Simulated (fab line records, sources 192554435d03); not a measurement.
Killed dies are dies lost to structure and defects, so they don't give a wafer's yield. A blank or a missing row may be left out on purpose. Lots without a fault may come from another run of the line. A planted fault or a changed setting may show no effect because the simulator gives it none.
Chamber matching | flow n5_finfet | N5_BEOL_M8_CURE_75 on uv_cure-03: 3 sister chambers
The step cures SiCOH lowk, time 120 s. 6 wafers are shown with their chamber, then 7 later ones without.

WAFERS WITH THEIR CHAMBER
wafer  | chamber | wafer_temp_C_max | lamp_power_pct (%)
L082.4 | 2       | 372.0            | 52.36
L082.5 | 2       | 372.4            | 52.33
L088.2 | 1       | 371.4            | 52.33
L088.3 | 1       | 371.1            | 52.24
L087.3 | 0       | 371.4            | 52.37
L087.5 | 0       | 371.7            | 52.44

WAFERS WITHOUT THEIR CHAMBER
wafer  | wafer_temp_C_max | lamp_power_pct (%)
L087.6 | 371.6            | 52.31
L093.1 | 371.6            | 52.29
L093.3 | 371.5            | 52.27
L093.6 | 371.2            | 52.29
L095.1 | 371.2            | 52.30
L095.2 | 371.6            | 52.33
L095.5 | 371.4            | 52.25

WHICH CHAMBER EACH WENT THROUGH
wafer  | from the rows above          | in truth
L087.6 | can't be placed: 1 or 0 or 2 | 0
L093.1 | can't be placed: 1 or 0 or 2 | 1
L093.3 | can't be placed: 1 or 0      | 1
L093.6 | 1                            | 1
L095.1 | 1                            | 1
L095.2 | can't be placed: 0 or 1 or 2 | 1
L095.5 | 1                            | 1
Placed correctly: 3 of 7. Can't be placed from these rows: 4 (the true chamber is among the candidates in 4). Placed wrongly: 0.
How it was worked out, from the rows above alone: a wafer's distance from a chamber is the root of the sum, over the readings, of the square of ((its reading less the chamber's mean) divided by the reading's scatter). The wafer belongs to the nearest chamber; if the next one is less than 2 further off, it can't be placed. A chamber's mean is the mean of its shown wafers. The scatter: the root of (the sum of the squares of (reading less its chamber's mean) over the shown wafers, divided by (wafers less chambers)).
